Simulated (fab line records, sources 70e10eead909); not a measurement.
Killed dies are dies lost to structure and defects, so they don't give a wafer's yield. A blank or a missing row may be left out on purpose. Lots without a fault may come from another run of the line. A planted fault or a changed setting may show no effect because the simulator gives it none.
Chamber matching | flow nand_harc | NHARC_A_WL_FILL_CMP_12 on cmp-01: 4 sister chambers
The step polishes, t overpolish 30 s, target thk 100 nm. 8 wafers are shown with their chamber, then 8 later ones without.

WAFERS WITH THEIR CHAMBER
wafer  | chamber | motor_current_A (A) | overpolish_run_s (s)
L080.5 | 2       | 14.1                | 30.006
L081.2 | 1       | 14.3                | 29.994
L081.3 | 3       | 13.7                | 30.002
L081.6 | 2       | 13.7                | 30.009
L089.1 | 0       | 10.4                | 29.992
L089.3 | 3       | 13.0                | 30.009
L089.6 | 1       | 14.3                | 29.980
L091.3 | 0       | 10.5                | 29.995

WAFERS WITHOUT THEIR CHAMBER
wafer  | motor_current_A (A) | overpolish_run_s (s)
L091.5 | 13.2                | 30.017
L091.6 | 13.9                | 29.989
L094.2 | 14.3                | 29.994
L094.3 | 13.5                | 29.987
L094.6 | 14.7                | 30.010
L096.1 | 13.7                | 29.982
L096.2 | 14.5                | 29.995
L096.3 | 10.1                | 29.984

WHICH CHAMBER EACH WENT THROUGH
wafer  | from the rows above          | in truth
L091.5 | can't be placed: 3 or 2      | 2
L091.6 | can't be placed: 1 or 2      | 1
L094.2 | can't be placed: 1 or 2      | 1
L094.3 | can't be placed: 1 or 3 or 2 | 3
L094.6 | can't be placed: 2 or 1 or 3 | 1
L096.1 | 1                            | 1
L096.2 | can't be placed: 1 or 2      | 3
L096.3 | 0                            | 0
Placed correctly: 2 of 8. Can't be placed from these rows: 6 (the true chamber is among the candidates in 5). Placed wrongly: 0.
How it was worked out, from the rows above alone: a wafer's distance from a chamber is the root of the sum, over the readings, of the square of ((its reading less the chamber's mean) divided by the reading's scatter). The wafer belongs to the nearest chamber; if the next one is less than 2 further off, it can't be placed. A chamber's mean is the mean of its shown wafers. The scatter: the root of (the sum of the squares of (reading less its chamber's mean) over the shown wafers, divided by (wafers less chambers)).
